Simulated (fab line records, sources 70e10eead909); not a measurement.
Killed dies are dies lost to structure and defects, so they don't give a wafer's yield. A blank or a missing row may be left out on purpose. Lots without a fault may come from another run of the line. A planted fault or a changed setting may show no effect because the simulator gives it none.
One fault seen from 3 desks | flow nand_harc | each desk has only its own numbers; what lay behind them comes last

THE TOOL OWNER'S DESK: pecvd_onon-03
The tool's own readings at NHARC_A_ONON_D1_DEP_19 (target thk 1000 nm): means of the sampled wafers that have a number, for each lot that ran on this tool. A lot is out of limits, marked OUT, if its mean lies more than 4 standard deviations from the usual mean; the brackets give that distance.
Columns: A = n2o_flow_sccm at NHARC_A_ONON_D1_DEP_19, usual 2000 sccm
lot  | first seen here | A
L791 | day 8 11:57     | 1999
L800 | day 11 05:07    | 1999
L802 | day 11 12:48    | 2002
This desk's finding: nothing out of limits on any of the 3 lots.

THE DEFECT DESK
What the inspections along the route counted, lot by lot: means of the sampled wafers that have a number. A lot is out of limits, marked OUT, if its mean lies more than 4 standard deviations from the usual mean; the brackets give that distance.
Columns: A = raw_defect_count at NHARC_A_SOURCE_PLATE_INSPECT_08, usual 59
lot  | first seen here | A
L790 | day 7 16:55     | 53
L789 | day 8 00:58     | 54
L791 | day 8 01:01     | 60
L800 | day 10 18:10    | 65
L804 | day 10 18:10    | 80
L802 | day 11 02:32    | 66
L806 | day 11 19:31    | 63
L808 | day 12 06:04    | 70
L809 | day 12 06:04    | 54
L807 | day 12 06:05    | 43
L811 | day 12 15:56    | 56
L812 | day 13 13:14    | 50
This desk's finding: nothing out of limits on any of the 12 lots.

THE METROLOGY DESK
What the gauges read, lot by lot, whatever tool the lot ran on: means of the sampled wafers that have a number. A lot is out of limits, marked OUT, if its mean lies more than 4 standard deviations from the usual mean; the brackets give that distance.
Columns: A = thk_nm at NHARC_A_ONON_D1_THK_MEAS_18, usual 1000 nm; B = thk_nm at NHARC_A_ONON_D1_THK_MEAS_21, usual 1000 nm
lot  | first seen here | A    | B
L790 | day 8 03:03     | 1009 | 1016
L789 | day 8 11:41     | 986  | 1003
L791 | day 8 11:46     | 1021 | 991
L800 | day 11 05:04    | 1006 | 751 (-23) OUT
L804 | day 11 05:11    | 1009 | 1003
L802 | day 11 12:38    | 989  | 762 (-22) OUT
L806 | day 12 08:08    | 1001 | 996
L807 | day 12 16:31    | 994  | 987
L809 | day 12 16:31    | 1020 | 1012
L808 | day 12 16:52    | 1006 | 986
L811 | day 13 02:09    | 1000 | 995
L812 | day 14 02:11    | 981  | 998
This desk's finding: out of limits on L800, L802; first on L800, day 11 05:37 (thk_nm at NHARC_A_ONON_D1_THK_MEAS_21). In limits: L790, L789, L791, L804, L806, L807, L809, L808, L811, L812.

PUT TOGETHER
The metrology desk could have raised an alarm at day 11 05:37, on L800, L802.
The tool owner's desk saw nothing out of limits.
The defect desk saw nothing out of limits.
The tool owner's desk has L800, L802 on record, within its limits.
The defect desk has L800, L802 on record, within its limits.
Of the lots named, all ran NHARC_A_ONON_D1_DEP_19 on pecvd_onon-03.

WHAT THE SIMULATOR HAD PUT IN
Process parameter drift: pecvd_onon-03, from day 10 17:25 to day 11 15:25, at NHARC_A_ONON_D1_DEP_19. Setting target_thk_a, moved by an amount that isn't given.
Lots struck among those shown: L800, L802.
Hours from the fault's start to each desk's first reading out of limits: the metrology desk, 12.
